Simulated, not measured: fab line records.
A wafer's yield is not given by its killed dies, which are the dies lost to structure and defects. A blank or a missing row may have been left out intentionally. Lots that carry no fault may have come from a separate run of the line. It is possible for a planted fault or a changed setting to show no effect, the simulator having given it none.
Chamber matching ; flow nandHarc ; 3 sister chambers for NHARC_A_STAIRCASE_DEP_259 on pecvd-04
The step deposits SiON, target thk 30 nm. 6 wafers are shown with their chamber, then 12 later ones without.

## WAFERS, EACH WITH ITS CHAMBER
wafer;chamber;heaterPowerW (W);heaterPowerOuterW (W)
L088.1;2;806;472
L089.3;1;850;533
L089.5;2;804;441
L090.1;0;836;508
L090.5;0;832;507
L090.6;1;796;497

## WAFERS WITHOUT THEIR CHAMBER
wafer;heaterPowerW (W);heaterPowerOuterW (W)
L094.3;701;379
L094.5;781;475
L094.6;699;375
L096.4;816;520
L096.5;741;402
L096.6;712;413
L095.1;818;534
L095.3;798;471
L095.4;803;482
L097.1;781;468
L097.4;695;426
L097.6;839;469

## WHICH CHAMBER EACH WENT THROUGH
wafer;from the rows above;in truth
L094.3;2;2
L094.5;can't be placed: 2 or 1 or 0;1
L094.6;2;2
L096.4;can't be placed: 1 or 0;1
L096.5;2;2
L096.6;2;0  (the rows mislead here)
L095.1;can't be placed: 1 or 0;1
L095.3;can't be placed: 2 or 0 or 1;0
L095.4;can't be placed: 2 or 0 or 1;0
L097.1;can't be placed: 2 or 1 or 0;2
L097.4;2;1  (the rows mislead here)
L097.6;can't be placed: 2 or 0 or 1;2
3 of 12 placed correctly. From these rows, 7 cannot be placed; in 7 the true chamber is one of the candidates. 2 placed wrongly.
How it was worked out, from the rows above alone: a wafer's distance from a chamber is the root of the sum, over the readings, of the square of ((its reading less the chamber's mean) divided by the reading's scatter). If the next closest chamber is less than 2 further off than the closest, the wafer can't be placed; otherwise it belongs to the closest. For every chamber, the mean is computed from those of its wafers that are shown. The scatter is the square root of a quotient: the sum, over the shown wafers, of each reading's squared deviation from its chamber's mean, divided by wafers minus chambers.
